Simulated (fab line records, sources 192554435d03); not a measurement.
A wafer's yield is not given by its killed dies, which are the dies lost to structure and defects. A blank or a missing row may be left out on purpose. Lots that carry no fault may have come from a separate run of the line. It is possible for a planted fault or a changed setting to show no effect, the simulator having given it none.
The tool behind it: which one?	flow n5Finfet	69 wafers from 23 lots sampled at 4 of the route's 1938 steps

WHAT THE GAUGES READ, wafer by wafer
N5_BEOL_M15_INSPECT_55: inspects for defects (darkfield). Usual: rawDefectCount reads 67 (standard deviation 22).
lot	measured	on	rawDefectCount	flag
L074	day 11 16:27	defectInspect-01	60 65 78	
L076	day 11 21:47	defectInspect-02	45 40 43	
L078	day 12 11:10	defectInspect-02	46 49 71	
L077	day 12 14:34	defectInspect-01	44 74 33	
L079	day 12 20:37	defectInspect-02	63 35 82	
L080	day 13 03:40	defectInspect-02	62 50 67	
L081	day 13 06:53	defectInspect-02	70 109 99	
L083	day 13 12:14	defectInspect-01	57 103 49	
L082	day 13 12:29	defectInspect-02	82 44 57	
L084	day 13 13:56	defectInspect-01	98 97 66	
L086	day 14 18:14	defectInspect-02	41 45 52	
L085	day 14 18:58	defectInspect-02	63 56 48	
L087	day 14 19:47	defectInspect-01	44 59 30	
L088	day 15 00:13	defectInspect-02	83 39 46	
L090	day 15 02:21	defectInspect-01	51 55 53	
L089	day 15 12:29	defectInspect-02	62 40 71	
L091	day 16 01:46	defectInspect-01	60 80 123	
L092	day 16 04:35	defectInspect-02	39 54 104	
L093	day 16 12:17	defectInspect-01	96 92 102	
L094	day 16 17:07	defectInspect-01	112 61 77	
L095	day 16 23:24	defectInspect-01	83 59 84	
L096	day 17 00:01	defectInspect-02	55 108 55	
L097	day 17 05:54	defectInspect-01	72 92 74	

WHAT TOOL EACH LOT RAN ON (gives the tool, then ch and the chambers of the sampled wafers, and finally the start)
lot	N5_BEOL_M15_DESCUM_33	N5_BEOL_M15_ETCH_61	N5_BEOL_M15_STRIP_37
L074	rieDiel-02 ch 2,3, day 11 12:26	rieDiel-02 ch 2,3, day 11 12:28	rieDiel-02 ch 2,3, day 11 16:27 or earlier
L076	rieDiel-06 ch 1,2,3, day 11 18:20	rieDiel-06 ch 1,2,3, day 11 18:23	rieDiel-06 ch 1,2,3, day 11 21:47 or earlier
L078	rieDiel-02 ch 1,2, day 12 07:35	rieDiel-02 ch 1,2, day 12 07:37	rieDiel-01 ch 1,2, day 12 11:10 or earlier
L077	rieDiel-06 ch 2,3, day 12 09:35	rieDiel-06 ch 2,3, day 12 09:37	rieDiel-01 ch 1,2,3, day 12 14:34 or earlier
L079	rieDiel-06 ch 0,1, day 12 18:19	rieDiel-06 ch 0,1, day 12 18:22	rieDiel-06 ch 2,3, day 12 20:37 or earlier
L080	rieDiel-01 ch 0,3, day 13 01:38	rieDiel-01 ch 0,3, day 13 01:40	rieDiel-06 ch 0,2,3, day 13 03:40 or earlier
L081	rieDiel-06 ch 1,2, day 13 02:45	rieDiel-06 ch 1,2, day 13 02:47	rieDiel-02 ch 1,3, day 13 06:53 or earlier
L083	rieDiel-02 ch 0,2, day 13 08:34	rieDiel-02 ch 0,2, day 13 08:35	rieDiel-02 ch 0,1,3, day 13 12:14 or earlier
L082	rieDiel-06 ch 0,1,2, day 13 09:18	rieDiel-06 ch 0,1,2, day 13 09:20	rieDiel-01 ch 0,1,2, day 13 12:29 or earlier
L084	rieDiel-01 ch 2,3, day 13 09:30	rieDiel-01 ch 2,3, day 13 09:32	rieDiel-01 ch 1,2, day 13 13:56 or earlier
L086	rieDiel-01 ch 1,3, day 14 13:13	rieDiel-01 ch 1,3, day 14 13:16	rieDiel-02 ch 1,2, day 14 18:14 or earlier
L085	rieDiel-06 ch 1,2, day 14 14:14	rieDiel-06 ch 1,2, day 14 14:16	rieDiel-01 ch 0,1, day 14 18:58 or earlier
L087	rieDiel-01 ch 0,1,2, day 14 15:17	rieDiel-01 ch 0,1,2, day 14 15:20	rieDiel-06 ch 0,1,2, day 14 19:47 or earlier
L088	rieDiel-02 ch 0,2,3, day 14 21:23	rieDiel-02 ch 0,2,3, day 14 21:26	rieDiel-06 ch 0,1,2, day 15 00:13 or earlier
L090	rieDiel-06 ch 0,2, day 14 23:37	rieDiel-06 ch 0,2, day 14 23:38	rieDiel-01 ch 0,2,3, day 15 02:21 or earlier
L089	rieDiel-02 ch 0,1, day 15 09:20	rieDiel-02 ch 0,1, day 15 09:23	rieDiel-01 ch 0,2, day 15 12:29 or earlier
L091	rieDiel-01 ch 0,2,3, day 15 17:46	rieDiel-01 ch 0,2,3, day 15 17:48	rieDiel-01 ch 0,1,3, day 16 01:46 or earlier
L092	rieDiel-06 ch 1,2,3, day 15 22:07	rieDiel-06 ch 1,2,3, day 15 22:09	rieDiel-02 ch 1,2,3, day 16 04:35 or earlier
L093	rieDiel-02 ch 0,1,3, day 16 05:20	rieDiel-02 ch 0,1,3, day 16 05:22	rieDiel-06 ch 1,3, day 16 12:17 or earlier
L094	rieDiel-06 ch 0,1, day 16 14:01	rieDiel-06 ch 0,1, day 16 14:03	rieDiel-02 ch 0,2,3, day 16 17:07 or earlier
L095	rieDiel-01 ch 1,2, day 16 19:16	rieDiel-01 ch 1,2, day 16 19:18	rieDiel-06 ch 0,1,2, day 16 23:24 or earlier
L096	rieDiel-02 ch 0,1,2, day 16 21:49	rieDiel-02 ch 0,1,2, day 16 21:52	rieDiel-02 ch 0,2,3, day 17 00:01 or earlier
L097	rieDiel-01 ch 1,2,3, day 16 22:11	rieDiel-01 ch 1,2,3, day 16 22:13	rieDiel-02 ch 0,1,2, day 17 05:54 or earlier
- N5_BEOL_M15_DESCUM_33: chemistry O2, time 7.9 s.
- N5_BEOL_M15_ETCH_61: etches BARC in N2/H2, target depth 89 nm, overetch 26.7 nm, time 67.9 s.
- N5_BEOL_M15_STRIP_37: strips in O2.

AS READ BY THE TOOLS THEMSELVES (means over the sampled wafers that have a number; for cases with no such wafer, the mark the record gives instead)
N5_BEOL_M15_DESCUM_33. Usual: biasPowerW is 20.00 W with standard deviation 0.058, chamberPressureMTorr is 20.000 mTorr with standard deviation 0.018, drypumpMotorCurrentA is 5.9 A with standard deviation 0.35, oesProductAu is 0.79 a.u. with standard deviation 0.08, rfVppV is 243.6 V with standard deviation 1.4, showerheadPlenumPTorr is 2.12 Torr with standard deviation 0.075, and throttleValvePct is 20.46 % with standard deviation 0.2.
lot	tool	biasPowerW (W)	chamberPressureMTorr (mTorr)	drypumpMotorCurrentA (A)	oesProductAu (a.u.)	rfVppV (V)	showerheadPlenumPTorr (Torr)	throttleValvePct (%)	flag
L074	rieDiel-02	20.00	20.006	5.7	0.88	243.5	2.11	20.36	
L076	rieDiel-06	20.01	19.997	6.1	0.73	245.1	2.19	20.63	
L078	rieDiel-02	19.96	19.998	6.1	0.83	241.7	2.03	20.23	
L077	rieDiel-06	20.00	20.016	6.2	0.71	245.2	2.17	20.66	
L079	rieDiel-06	19.99	20.010	5.7	0.73	243.0	2.12	20.61	
L080	rieDiel-01	19.98	20.010	5.5	0.82	242.9	2.07	20.33	
L081	rieDiel-06	19.98	20.013	6.0	0.71	244.6	2.19	20.61	
L083	rieDiel-02	20.03	20.009	5.8	0.85	243.2	2.10	20.20	
L082	rieDiel-06	20.01	20.001	5.8	0.72	244.2	2.15	20.58	
L084	rieDiel-01	20.09	19.995	5.8	0.73	244.0	2.17	20.45	
L086	rieDiel-01	20.03	19.999	6.0	0.87	243.5	2.09	20.63	
L085	rieDiel-06	19.94	19.987	6.0	0.72	244.4	2.18	20.64	
L087	rieDiel-01	20.01	20.006	5.5	0.82	242.8	2.07	20.52	
L088	rieDiel-02	19.99	20.013	5.8	0.86	243.5	2.13	20.27	
L090	rieDiel-06	19.96	20.013	5.7	0.73	243.4	2.11	20.56	
L089	rieDiel-02	20.03	20.016	6.1	0.89	243.4	2.09	20.11	
L091	rieDiel-01	20.00	19.978	5.6	0.76	243.8	2.11	20.43	
L092	rieDiel-06	19.96	20.001	6.1	0.81	243.7	2.18	20.53	
L093	rieDiel-02	19.97	20.018	5.8	0.87	244.4	2.13	20.23	
L094	rieDiel-06	20.02	19.993	5.9	0.70	243.5	2.15	20.69	
L095	rieDiel-01	19.99	19.994	5.8	0.82	243.0	2.08	20.68	
L096	rieDiel-02	19.97	20.001	6.0	0.84	243.2	2.09	20.18	
L097	rieDiel-01	20.03	20.011	5.9	0.78	243.7	2.12	20.57	

N5_BEOL_M15_ETCH_61. Usual: chamberPressureMTorr 30.00 mTorr, standard deviation 0.031; drypumpMotorCurrentA 5.9 A, standard deviation 0.35; oesProductAu 0.67 a.u., standard deviation 0.067; rfVppV 524.7 V, standard deviation 2.4; showerheadPlenumPTorr 2.57 Torr, standard deviation 0.088; throttleValvePct 17.90 %, standard deviation 0.24.
lot	tool	chamberPressureMTorr (mTorr)	drypumpMotorCurrentA (A)	oesProductAu (a.u.)	rfVppV (V)	showerheadPlenumPTorr (Torr)	throttleValvePct (%)	flag
L074	rieDiel-02	29.97	5.6	0.74	524.3	2.55	17.75	
L076	rieDiel-06	29.99	6.1	0.62	526.3	2.63	17.91	
L078	rieDiel-02	30.01	6.1	0.70	522.1	2.46	17.64	
L077	rieDiel-06	30.00	6.2	0.62	526.6	2.62	17.89	
L079	rieDiel-06	30.02	5.7	0.62	525.2	2.56	18.00	
L080	rieDiel-01	30.01	5.5	0.70	523.6	2.53	17.87	
L081	rieDiel-06	29.99	6.0	0.61	526.6	2.64	17.97	
L083	rieDiel-02	30.01	5.8	0.72	523.7	2.53	17.53	
L082	rieDiel-06	30.00	5.9	0.62	525.1	2.60	18.02	
L084	rieDiel-01	30.02	5.8	0.63	526.8	2.65	18.05	
L086	rieDiel-01	29.99	6.0	0.74	523.6	2.56	18.18	
L085	rieDiel-06	30.02	6.0	0.61	526.0	2.63	18.00	
L087	rieDiel-01	29.99	5.5	0.70	523.5	2.53	18.05	
L088	rieDiel-02	30.00	5.7	0.73	524.7	2.58	17.60	
L090	rieDiel-06	29.98	5.7	0.62	525.7	2.56	18.07	
L089	rieDiel-02	30.02	6.2	0.75	523.3	2.54	17.52	
L091	rieDiel-01	30.01	5.7	0.65	523.9	2.59	18.00	
L092	rieDiel-06	30.01	6.1	0.68	525.8	2.62	17.83	
L093	rieDiel-02	29.99	5.8	0.74	525.0	2.58	17.60	
L094	rieDiel-06	30.02	5.9	0.59	524.9	2.58	18.02	
L095	rieDiel-01	29.97	5.8	0.71	522.3	2.54	18.23	
L096	rieDiel-02	30.00	6.0	0.72	523.1	2.53	17.55	
L097	rieDiel-01	29.99	6.0	0.67	525.4	2.59	18.16	

N5_BEOL_M15_STRIP_37. Usual: chamberPressureMTorr 30.00 mTorr, standard deviation 0.038; drypumpMotorCurrentA 5.8 A, standard deviation 0.36; oesProductAu 0.81 a.u., standard deviation 0.086; rfVppV 3.7 V, standard deviation 0.65; showerheadPlenumPTorr 2.12 Torr, standard deviation 0.078; throttleValvePct 16.65 %, standard deviation 0.19.
lot	tool	chamberPressureMTorr (mTorr)	drypumpMotorCurrentA (A)	oesProductAu (a.u.)	rfVppV (V)	showerheadPlenumPTorr (Torr)	throttleValvePct (%)	flag
L074	rieDiel-02	30.00	5.8	0.84	4.0	2.08	16.54	
L076	rieDiel-06	30.00	6.1	0.73	4.2	2.19	16.85	
L078	rieDiel-01	30.03	5.7	0.81	3.6	2.12	16.78	
L077	rieDiel-01	30.00	5.9	0.82	3.5	2.14	16.73	
L079	rieDiel-06	30.01	6.1	0.74	2.7	2.18	16.80	
L080	rieDiel-06	30.02	6.0	0.73	2.9	2.15	16.87	
L081	rieDiel-02	29.98	6.1	0.88	3.1	2.07	16.45	
L083	rieDiel-02	30.01	5.8	0.91	3.4	2.14	16.40	
L082	rieDiel-01	29.99	5.6	0.84	3.8	2.07	16.74	
L084	rieDiel-01	30.01	5.8	0.86	3.4	2.09	16.85	
L086	rieDiel-02	30.01	6.2	0.83	3.9	2.03	16.46	
L085	rieDiel-01	30.01	5.7	0.88	4.3	2.03	16.78	
L087	rieDiel-06	30.01	5.8	0.72	4.0	2.15	16.83	
L088	rieDiel-06	30.01	5.8	0.72	3.3	2.15	16.85	
L090	rieDiel-01	30.03	5.6	0.77	4.4	2.12	16.66	
L089	rieDiel-01	30.01	5.4	0.75	4.0	2.11	16.71	
L091	rieDiel-01	29.98	5.7	0.82	3.2	2.08	16.72	
L092	rieDiel-02	30.00	5.9	0.83	4.2	2.06	16.54	
L093	rieDiel-06	30.03	6.3	0.88	3.8	2.18	16.66	
L094	rieDiel-02	30.00	5.7	0.84	3.4	2.13	16.49	
L095	rieDiel-06	29.98	5.9	0.71	3.7	2.15	16.86	
L096	rieDiel-02	29.99	5.7	0.83	3.5	2.13	16.50	
L097	rieDiel-02	30.03	6.0	0.83	3.7	2.09	16.43	

THE ANSWER, worked out from the rows above alone
Rule: take the mean of a lot's wafers that have a number; if it is more than 3 standard deviations from the usual mean, the lot is off. A lot without any number at a reading at which 4 lots or more have one is off too. Any other lot the step has rows for is counted as sound. First the gauges in route order, then the tools' own readings, where a lot's mean is used as printed above. At the first step where some lot is off, the reading lying furthest off is the one used; lots without a number count as furthest.
No lot is off on any of the readings shown, so nothing can be concluded from this.

WHAT THE SIMULATOR HAD INSERTED
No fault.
